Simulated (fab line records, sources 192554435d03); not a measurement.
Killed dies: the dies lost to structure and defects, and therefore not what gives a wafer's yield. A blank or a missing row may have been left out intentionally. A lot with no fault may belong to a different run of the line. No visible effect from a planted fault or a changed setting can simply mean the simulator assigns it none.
Which tool is to blame? + flow n5_finfet + 14 lots, 42 wafers sampled, at 8 steps of a route of 1938

## WHAT EACH GAUGE READ, for each wafer
N5_BEOL_M0_SAQP_THK_MEAS_05. Usual: thk_nm reads 59.8 nm (standard deviation 0.83).
| lot  | measured     | on            | thk_nm (nm)    | flag |
|------|--------------|---------------|----------------|------|
| L356 | day 5 14:01  | film_metro-01 | 59.1 60.3 59.5 |      |
| L357 | day 5 13:50  | film_metro-02 | 60.0 58.8 60.1 |      |
| L358 | day 5 21:28  | film_metro-01 | 59.6 59.3 59.8 |      |
| L361 | day 6 12:40  | film_metro-01 | 58.8 60.6 61.0 |      |
| L362 | day 7 00:25  | film_metro-01 | 59.0 57.6 60.1 |      |
| L363 | day 7 10:18  | film_metro-02 | 59.3 57.9 59.5 |      |
| L369 | day 8 20:55  | film_metro-02 | 59.1 60.0 60.0 |      |
| L370 | day 8 23:04  | film_metro-01 | 59.6 60.4 61.3 |      |
| L372 | day 9 09:28  | film_metro-02 | 59.8 60.5 59.0 |      |
| L374 | day 9 21:18  | film_metro-01 | 60.8 58.8 59.8 |      |
| L376 | day 10 05:22 | film_metro-02 | 58.2 58.4 59.6 |      |
| L377 | day 10 15:00 | film_metro-02 | 60.0 59.5 60.3 |      |
| L378 | day 10 20:35 | film_metro-02 | 59.5 60.5 60.9 |      |
| L379 | day 11 02:34 | film_metro-01 | 58.0 60.2 59.7 |      |

N5_BEOL_M0_SAQP_CD_MEAS_25: target cd 13.1 nm. Usual: cd_nm reads 12.82 nm (standard deviation 0.23).
| lot  | measured     | on        | cd_nm (nm)        | flag |
|------|--------------|-----------|-------------------|------|
| L356 | day 5 16:34  | cd_sem-01 | 13.01 12.67 12.82 |      |
| L357 | day 5 15:58  | cd_sem-01 | 12.66 12.77 12.76 |      |
| L358 | day 5 23:46  | cd_sem-03 | 13.07 13.20 12.92 |      |
| L361 | day 6 15:40  | cd_sem-01 | 12.71 12.86 12.90 |      |
| L362 | day 7 03:13  | cd_sem-02 | - - -             | OFF  |
| L363 | day 7 12:34  | cd_sem-02 | - - -             | OFF  |
| L369 | day 8 22:56  | cd_sem-02 | 13.08 12.95 13.19 |      |
| L370 | day 9 01:14  | cd_sem-02 | 12.48 12.78 12.90 |      |
| L372 | day 9 11:36  | cd_sem-03 | 12.76 12.97 12.82 |      |
| L374 | day 9 23:24  | cd_sem-03 | 12.98 12.74 12.68 |      |
| L376 | day 10 07:39 | cd_sem-01 | 12.67 12.61 12.89 |      |
| L377 | day 10 17:19 | cd_sem-01 | 12.70 12.73 13.47 |      |
| L378 | day 10 22:46 | cd_sem-01 | 12.97 13.11 12.94 |      |
| L379 | day 11 07:02 | cd_sem-02 | 12.90 12.47 12.78 |      |

N5_BEOL_M4_RC_MEAS_101. Usual: DIBL_N 36.5 mV/V, standard deviation 1.7; DIBL_P 36.3 mV/V, standard deviation 2.1; IOFF_N 0.16 nA/um, standard deviation 0.036; IOFF_P 0.21 nA/um, standard deviation 0.037; ION_N 676 uA/um, standard deviation 12; ION_P 462 uA/um, standard deviation 7.6; SS_N 71.5 mV/dec, standard deviation 0.68; SS_P 73.3 mV/dec, standard deviation 0.63; VT_N 249 mV, standard deviation 3.5; VT_P -250 mV, standard deviation 3.5.
| lot  | measured     | on        | DIBL_N (mV/V)  | DIBL_P (mV/V)  | IOFF_N (nA/um) | IOFF_P (nA/um) | ION_N (uA/um) | ION_P (uA/um) | SS_N (mV/dec)  | SS_P (mV/dec)  | VT_N (mV)   | VT_P (mV)      | flag |
|------|--------------|-----------|----------------|----------------|----------------|----------------|---------------|---------------|----------------|----------------|-------------|----------------|------|
| L356 | day 8 08:06  | prober-01 | 36.5 37.3 37.0 | 36.5 37.2 36.9 | 0.18 0.20 0.19 | 0.22 0.23 0.22 | 682 687 685   | 472 463 466   | 71.6 72.3 72.0 | 73.3 73.7 73.5 | 248 247 244 | -248 -250 -248 |      |
| L357 | day 8 16:08  | prober-02 | 37.9 37.5 36.5 | 37.5 37.1 36.5 | 0.20 0.21 0.18 | 0.24 0.24 0.22 | 697 696 685   | 470 476 471   | 71.8 71.3 71.8 | 73.1 73.3 72.8 | 243 242 245 | -249 -247 -247 |      |
| L358 | day 8 10:57  | prober-02 | 36.3 37.3 36.6 | 36.9 38.5 38.4 | 0.16 0.17 0.17 | 0.18 0.19 0.18 | 681 682 675   | 452 452 453   | 71.1 71.8 71.8 | 73.4 72.8 74.1 | 250 253 250 | -253 -255 -256 |      |
| L361 | day 9 09:56  | prober-02 | 39.0 38.7 37.0 | 38.2 38.2 35.9 | 0.21 0.20 0.17 | 0.26 0.27 0.22 | 685 683 674   | 469 470 462   | 71.9 72.0 70.7 | 74.1 73.8 73.3 | 248 243 250 | -247 -246 -247 |      |
| L369 | day 11 14:52 | prober-02 | 36.1 38.9 36.0 | 35.1 38.4 34.6 | 0.16 0.22 0.15 | 0.25 0.31 0.23 | 675 694 673   | 479 476 475   | 70.8 72.2 71.7 | 73.5 73.6 72.5 | 247 245 247 | -244 -239 -249 |      |
| L370 | day 11 11:36 | prober-02 | 38.1 35.3 36.1 | 39.7 36.3 37.3 | 0.23 0.17 0.19 | 0.26 0.21 0.22 | 695 685 688   | 469 467 466   | 73.0 71.8 71.5 | 73.4 73.4 73.4 | 244 250 248 | -248 -250 -252 |      |
| L372 | day 11 19:54 | prober-01 | 36.5 33.6 35.1 | 37.1 34.0 36.0 | 0.16 0.13 0.14 | 0.22 0.18 0.21 | 674 667 667   | 461 460 461   | 71.1 70.8 71.1 | 73.9 73.0 73.9 | 252 252 253 | -251 -254 -249 |      |
| L374 | day 12 18:10 | prober-02 | 38.1 37.3 36.4 | 39.1 38.4 37.8 | 0.23 0.21 0.19 | 0.26 0.26 0.24 | 689 701 693   | 467 477 473   | 72.1 71.9 71.6 | 73.5 73.4 74.1 | 245 243 247 | -246 -247 -248 |      |
| L376 | day 13 01:03 | prober-02 | 37.4 36.9 37.0 | 38.3 37.2 37.3 | 0.16 0.16 0.16 | 0.22 0.21 0.21 | 676 682 667   | 461 461 463   | 71.4 70.6 71.3 | 74.0 73.2 72.6 | 251 250 250 | -249 -251 -248 |      |
| L377 | day 13 05:24 | prober-01 | 35.0 35.4 38.7 | 34.1 34.3 38.4 | 0.12 0.12 0.18 | 0.17 0.17 0.23 | 665 669 678   | 457 455 464   | 71.3 71.1 72.1 | 72.2 72.6 74.3 | 252 252 247 | -251 -255 -248 |      |
| L378 | day 13 22:52 | prober-02 | 38.3 36.6 35.1 | 38.7 36.7 35.0 | 0.19 0.14 0.14 | 0.25 0.23 0.20 | 673 654 668   | 469 459 462   | 72.7 71.7 71.7 | 73.5 73.3 73.1 | 246 253 250 | -248 -248 -249 |      |
| L379 | day 13 22:10 | prober-01 | 39.0 36.7 35.6 | 37.7 36.5 34.4 | 0.19 0.16 0.13 | 0.24 0.24 0.19 | 679 689 679   | 463 480 464   | 73.4 70.5 71.2 | 74.3 73.0 72.9 | 246 248 250 | -247 -246 -252 |      |

## EACH LOT AND THE TOOL THAT RAN IT (in order: tool; ch and the chambers of the sampled wafers; start)
| lot  | N5_MOL_CONTACT_COAG_CVD_140   | N5_BEOL_M0_SAQP_HM_OPEN_112        | N5_BEOL_M0_SAQP_MANDREL_ETCH_20 | N5_BEOL_M0_SAQP_STRIP_86           | N5_BEOL_M0_SAQP_MANDREL1_REMOVE_100 |
|------|-------------------------------|------------------------------------|---------------------------------|------------------------------------|-------------------------------------|
| L356 | cvd_w-01 ch 0,1, day 5 07:46  | rie_diel-05 ch 1,3, day 5 14:48    | rie_si-03 ch 0,2,3, day 5 14:53 | rie_diel-01 ch 0,1,3, day 5 14:59  | rie_si-02 ch 0,1,2, day 5 16:28     |
| L357 | cvd_w-02 ch 0,1, day 5 09:13  | rie_diel-01 ch 1,2,3, day 5 14:35  | rie_si-02 ch 1,2,3, day 5 14:40 | rie_diel-01 ch 0,2,3, day 5 14:46  | rie_si-03 ch 0,2,3, day 5 15:51     |
| L358 | cvd_w-02 ch 0,1, day 5 16:57  | rie_diel-05 ch 0,2,3, day 5 22:13  | rie_si-01 ch 0,1,3, day 5 22:18 | rie_diel-05 ch 0,2, day 5 22:24    | rie_si-03 ch 0,2,3, day 5 23:40     |
| L361 | cvd_w-01 ch 0,1, day 6 06:52  | rie_diel-04 ch 0,3, day 6 13:19    | rie_si-02 ch 0,2,3, day 6 13:23 | rie_diel-04 ch 0,1,3, day 6 13:29  | rie_si-02 ch 0,2,3, day 6 15:34     |
| L362 | cvd_w-01 ch 0,1, day 6 18:32  | rie_diel-01 ch 1,3, day 7 01:34    | rie_si-02 ch 0,3, day 7 01:38   | rie_diel-05 ch 2,3, day 7 01:44    | rie_si-01 ch 1,2, day 7 03:06       |
| L363 | cvd_w-01 ch 1, day 6 22:21    | rie_diel-05 ch 0,2,3, day 7 11:11  | rie_si-03 ch 1,2,3, day 7 11:16 | rie_diel-04 ch 0,3, day 7 11:22    | rie_si-03 ch 1,3, day 7 12:27       |
| L369 | cvd_w-02 ch 0,1, day 8 14:27  | rie_diel-01 ch 1,2,3, day 8 21:32  | rie_si-03 ch 2,3, day 8 21:38   | rie_diel-01 ch 2,3, day 8 21:43    | rie_si-02 ch 0,1,3, day 8 22:49     |
| L370 | cvd_w-02 ch 1, day 8 18:37    | rie_diel-04 ch 1,2,3, day 8 23:50  | rie_si-02 ch 1,2, day 8 23:55   | rie_diel-04 ch 1,2,3, day 9 00:01  | rie_si-02 ch 1,2,3, day 9 01:08     |
| L372 | cvd_w-01 ch 0,1, day 9 03:22  | rie_diel-01 ch 1,3, day 9 10:14    | rie_si-02 ch 1,3, day 9 10:19   | rie_diel-05 ch 0,1, day 9 10:25    | rie_si-01 ch 1,2,3, day 9 11:29     |
| L374 | cvd_w-01 ch 0,1, day 9 15:30  | rie_diel-01 ch 1,2,3, day 9 21:58  | rie_si-03 ch 0,2, day 9 22:03   | rie_diel-05 ch 0,1,3, day 9 22:13  | rie_si-03 ch 2,3, day 9 23:17       |
| L376 | cvd_w-02 ch 0,1, day 10 00:11 | rie_diel-01 ch 2,3, day 10 06:08   | rie_si-03 ch 2,3, day 10 06:13  | rie_diel-05 ch 1,2,3, day 10 06:19 | rie_si-01 ch 0,1,2, day 10 07:32    |
| L377 | cvd_w-02 ch 0,1, day 10 09:55 | rie_diel-05 ch 1,2,3, day 10 15:48 | rie_si-03 ch 2,3, day 10 15:53  | rie_diel-05 ch 0,1,2, day 10 15:59 | rie_si-03 ch 2,3, day 10 17:12      |
| L378 | cvd_w-01 ch 0,1, day 10 14:34 | rie_diel-05 ch 0,1,3, day 10 21:14 | rie_si-03 ch 0,3, day 10 21:19  | rie_diel-01 ch 2,3, day 10 21:35   | rie_si-03 ch 0,2,3, day 10 22:40    |
| L379 | cvd_w-01 ch 0,1, day 10 21:20 | rie_diel-01 ch 1,2,3, day 11 03:20 | rie_si-03 ch 2,3, day 11 03:25  | rie_diel-01 ch 1,2, day 11 03:31   | rie_si-01 ch 0,1,2, day 11 06:55    |
- N5_MOL_CONTACT_COAG_CVD_140: deposits W, target thk 66.5 nm, time 215 s.
- N5_BEOL_M0_SAQP_HM_OPEN_112: chemistry CHF3/O2, target SiO2, stops on a-Si, target depth 12 nm, time 13.5 s.
- N5_BEOL_M0_SAQP_MANDREL_ETCH_20: etches a-Si in HBr/Cl2, stops on SiNx, target depth 60 nm, bt time 10 s, time 30 s.
- N5_BEOL_M0_SAQP_STRIP_86: strips in N2/H2.
- N5_BEOL_M0_SAQP_MANDREL1_REMOVE_100: chemistry HBr/Cl2/O2, target a-Si, stops on SiNx, bt time 10 s.

## WHAT THE TOOLS THEMSELVES READ (means of the sampled wafers that have a number; where no wafer has one, the mark that the record gives instead)
N5_MOL_CONTACT_COAG_CVD_140. Usual: heater_power_w reads 478 W (standard deviation 72).
| lot  | tool     | heater_power_w (W) | flag |
|------|----------|--------------------|------|
| L356 | cvd_w-01 | 431                |      |
| L357 | cvd_w-02 | 484                |      |
| L358 | cvd_w-02 | 481                |      |
| L361 | cvd_w-01 | 501                |      |
| L362 | cvd_w-01 | 441                |      |
| L363 | cvd_w-01 | 563                |      |
| L369 | cvd_w-02 | 475                |      |
| L370 | cvd_w-02 | 463                |      |
| L372 | cvd_w-01 | 509                |      |
| L374 | cvd_w-01 | 513                |      |
| L376 | cvd_w-02 | 480                |      |
| L377 | cvd_w-02 | 496                |      |
| L378 | cvd_w-01 | 507                |      |
| L379 | cvd_w-01 | 506                |      |

N5_BEOL_M0_SAQP_HM_OPEN_112. Usual: CHF3_flow_sccm 50.00 sccm, standard deviation 0.14; O2_flow_sccm 5.000 sccm, standard deviation 0.015; drypump_motor_current_A 5.8 A, standard deviation 0.44; oes_f_703_au 0.80 a.u., standard deviation 0.055; oes_product_au 0.53 a.u., standard deviation 0.04; rf_vpp_V 520 V, standard deviation 11; showerhead_plenum_p_Torr 2.42 Torr, standard deviation 0.07; throttle_valve_pct 18.80 %, standard deviation 0.16.
| lot  | tool        | CHF3_flow_sccm (sccm) | O2_flow_sccm (sccm) | drypump_motor_current_A (A) | oes_f_703_au (a.u.) | oes_product_au (a.u.) | rf_vpp_V (V) | showerhead_plenum_p_Torr (Torr) | throttle_valve_pct (%) | flag |
|------|-------------|-----------------------|---------------------|-----------------------------|---------------------|-----------------------|--------------|---------------------------------|------------------------|------|
| L356 | rie_diel-05 | 49.94                 | 4.992               | 6.1                         | 0.80                | 0.52                  | 516          | 2.39                            | 18.87                  |      |
| L357 | rie_diel-01 | 49.98                 | 4.993               | 5.8                         | 0.83                | 0.55                  | 514          | 2.39                            | 18.73                  |      |
| L358 | rie_diel-05 | 50.05                 | 5.006               | 5.8                         | 0.73                | 0.49                  | 527          | 2.46                            | 18.92                  |      |
| L361 | rie_diel-04 | 49.92                 | 5.015               | 5.3                         | 0.75                | 0.48                  | 513          | 2.37                            | 18.84                  |      |
| L362 | rie_diel-01 | -                     | -                   | -                           | -                   | -                     | -            | -                               | -                      | OFF  |
| L363 | rie_diel-05 | -                     | -                   | -                           | -                   | -                     | -            | -                               | -                      | OFF  |
| L369 | rie_diel-01 | 50.05                 | 4.997               | 5.9                         | 0.79                | 0.53                  | 514          | 2.38                            | 18.77                  |      |
| L370 | rie_diel-04 | 50.08                 | 4.996               | 5.7                         | 0.90                | 0.59                  | 530          | 2.55                            | 18.63                  |      |
| L372 | rie_diel-01 | 49.90                 | 5.007               | 6.1                         | 0.78                | 0.52                  | 516          | 2.40                            | 18.72                  |      |
| L374 | rie_diel-01 | 50.00                 | 4.993               | 5.8                         | 0.78                | 0.52                  | 515          | 2.37                            | 18.79                  |      |
| L376 | rie_diel-01 | 49.94                 | 4.988               | 5.4                         | 0.78                | 0.51                  | 516          | 2.37                            | 18.92                  |      |
| L377 | rie_diel-05 | 50.00                 | 4.982               | 5.9                         | 0.76                | 0.50                  | 523          | 2.40                            | 18.93                  |      |
| L378 | rie_diel-05 | 50.03                 | 4.997               | 6.1                         | 0.79                | 0.52                  | 519          | 2.41                            | 18.85                  |      |
| L379 | rie_diel-01 | 49.91                 | 5.001               | 5.8                         | 0.77                | 0.51                  | 513          | 2.37                            | 18.81                  |      |

N5_BEOL_M0_SAQP_MANDREL_ETCH_20. Usual: drypump_motor_current_A 5.7 A, standard deviation 0.46; oes_product_au 0.782 a.u., standard deviation 0.011; throttle_valve_pct 35.28 %, standard deviation 0.26.
| lot  | tool      | drypump_motor_current_A (A) | oes_product_au (a.u.) | throttle_valve_pct (%) | flag |
|------|-----------|-----------------------------|-----------------------|------------------------|------|
| L356 | rie_si-03 | 5.7                         | 0.782                 | 35.36                  |      |
| L357 | rie_si-02 | 5.7                         | 0.775                 | 35.30                  |      |
| L358 | rie_si-01 | 6.2                         | 0.782                 | 35.36                  |      |
| L361 | rie_si-02 | 5.7                         | 0.786                 | 35.09                  |      |
| L362 | rie_si-02 | 5.9                         | 0.333                 | 35.88                  | OFF  |
| L363 | rie_si-03 | 5.5                         | 0.332                 | 36.03                  | OFF  |
| L369 | rie_si-03 | 5.4                         | 0.786                 | 35.28                  |      |
| L370 | rie_si-02 | 5.6                         | 0.778                 | 35.48                  |      |
| L372 | rie_si-02 | 5.9                         | 0.772                 | 35.26                  |      |
| L374 | rie_si-03 | 5.3                         | 0.777                 | 35.36                  |      |
| L376 | rie_si-03 | 5.8                         | 0.784                 | 35.30                  |      |
| L377 | rie_si-03 | 5.4                         | 0.787                 | 35.28                  |      |
| L378 | rie_si-03 | 5.9                         | 0.796                 | 35.43                  |      |
| L379 | rie_si-03 | 5.8                         | 0.785                 | 35.27                  |      |

N5_BEOL_M0_SAQP_STRIP_86. Usual: drypump_motor_current_A 5.8 A, standard deviation 0.4; oes_product_au 0.81 a.u., standard deviation 0.076; rf_vpp_V 122.1 V, standard deviation 1.5; showerhead_plenum_p_Torr 3.38 Torr, standard deviation 0.12; throttle_valve_pct 18.83 %, standard deviation 0.28.
| lot  | tool        | drypump_motor_current_A (A) | oes_product_au (a.u.) | rf_vpp_V (V) | showerhead_plenum_p_Torr (Torr) | throttle_valve_pct (%) | flag |
|------|-------------|-----------------------------|-----------------------|--------------|---------------------------------|------------------------|------|
| L356 | rie_diel-01 | 6.2                         | 0.80                  | 122.5        | 3.37                            | 18.74                  |      |
| L357 | rie_diel-01 | 5.8                         | 0.78                  | 122.5        | 3.36                            | 18.76                  |      |
| L358 | rie_diel-05 | 5.5                         | 0.77                  | 121.5        | 3.43                            | 19.20                  |      |
| L361 | rie_diel-04 | 5.6                         | 0.78                  | 122.4        | 3.35                            | 18.73                  |      |
| L362 | rie_diel-05 | 5.6                         | 0.77                  | 123.0        | 3.43                            | 19.09                  |      |
| L363 | rie_diel-04 | 5.3                         | 0.74                  | 120.9        | 3.27                            | 18.64                  |      |
| L369 | rie_diel-01 | 5.7                         | 0.80                  | 121.0        | 3.31                            | 18.62                  |      |
| L370 | rie_diel-04 | 5.7                         | 0.92                  | 123.0        | 3.56                            | 18.50                  |      |
| L372 | rie_diel-05 | 6.0                         | 0.84                  | 122.2        | 3.31                            | 18.91                  |      |
| L374 | rie_diel-05 | 6.1                         | 0.80                  | 123.8        | 3.37                            | 19.00                  |      |
| L376 | rie_diel-05 | 5.9                         | 0.76                  | 121.0        | 3.36                            | 19.03                  |      |
| L377 | rie_diel-05 | 5.8                         | 0.83                  | 122.3        | 3.35                            | 19.03                  |      |
| L378 | rie_diel-01 | 5.4                         | 0.78                  | 119.9        | 3.27                            | 18.85                  |      |
| L379 | rie_diel-01 | 5.5                         | 0.79                  | 121.5        | 3.24                            | 19.02                  |      |

N5_BEOL_M0_SAQP_MANDREL1_REMOVE_100. Usual: drypump_motor_current_A 5.8 A, standard deviation 0.47; oes_product_au 1.006 a.u., standard deviation 0.013; throttle_valve_pct 36.53 %, standard deviation 0.28.
| lot  | tool      | drypump_motor_current_A (A) | oes_product_au (a.u.) | throttle_valve_pct (%) | flag |
|------|-----------|-----------------------------|-----------------------|------------------------|------|
| L356 | rie_si-02 | 5.5                         | 0.995                 | 36.43                  |      |
| L357 | rie_si-03 | 5.6                         | 1.008                 | 36.63                  |      |
| L358 | rie_si-03 | 5.6                         | 1.010                 | 36.61                  |      |
| L361 | rie_si-02 | 5.7                         | 1.004                 | 36.35                  |      |
| L362 | rie_si-01 | 6.2                         | 0.377                 | 36.78                  | OFF  |
| L363 | rie_si-03 | 5.9                         | 0.382                 | 36.38                  | OFF  |
| L369 | rie_si-02 | 5.6                         | 1.001                 | 36.38                  |      |
| L370 | rie_si-02 | 5.7                         | 0.996                 | 36.64                  |      |
| L372 | rie_si-01 | 6.4                         | 1.009                 | 36.76                  |      |
| L374 | rie_si-03 | 5.5                         | 1.015                 | 36.54                  |      |
| L376 | rie_si-01 | 6.0                         | 1.005                 | 36.61                  |      |
| L377 | rie_si-03 | 5.4                         | 1.011                 | 36.54                  |      |
| L378 | rie_si-03 | 5.6                         | 1.017                 | 36.62                  |      |
| L379 | rie_si-01 | 6.0                         | 0.991                 | 36.61                  |      |

## THE ANSWER, worked out from the rows above alone
Rule: a lot counts as off when the mean over its wafers that have a number is more than 3 standard deviations away from the usual mean. A lot without any number at a reading at which 4 lots or more have one is off too. Any other lot the step has rows for is counted as sound. Order of review: gauges by route order, followed by the tools' own readings, for which a lot's mean as printed above is used. The first step at which some lot is off is used, and at that step the reading that is off furthest; a lot without a number counts as furthest.
Off at N5_BEOL_M0_SAQP_CD_MEAS_25 (cd_nm): L362, L363. Without a number there: L362, L363.
If a tool, at a process step before that reading, ran all the lots that are off and no sound lot after the first of them, it fits. The gauges at N5_BEOL_M0_SAQP_CD_MEAS_25 aren't tried: what is off there is off at N5_BEOL_M0_SAQP_HM_OPEN_112 too, on other tools, and a gauge's error can't cause that. Not one of the candidates tried fits.

## WHAT THE SIMULATOR PUT IN
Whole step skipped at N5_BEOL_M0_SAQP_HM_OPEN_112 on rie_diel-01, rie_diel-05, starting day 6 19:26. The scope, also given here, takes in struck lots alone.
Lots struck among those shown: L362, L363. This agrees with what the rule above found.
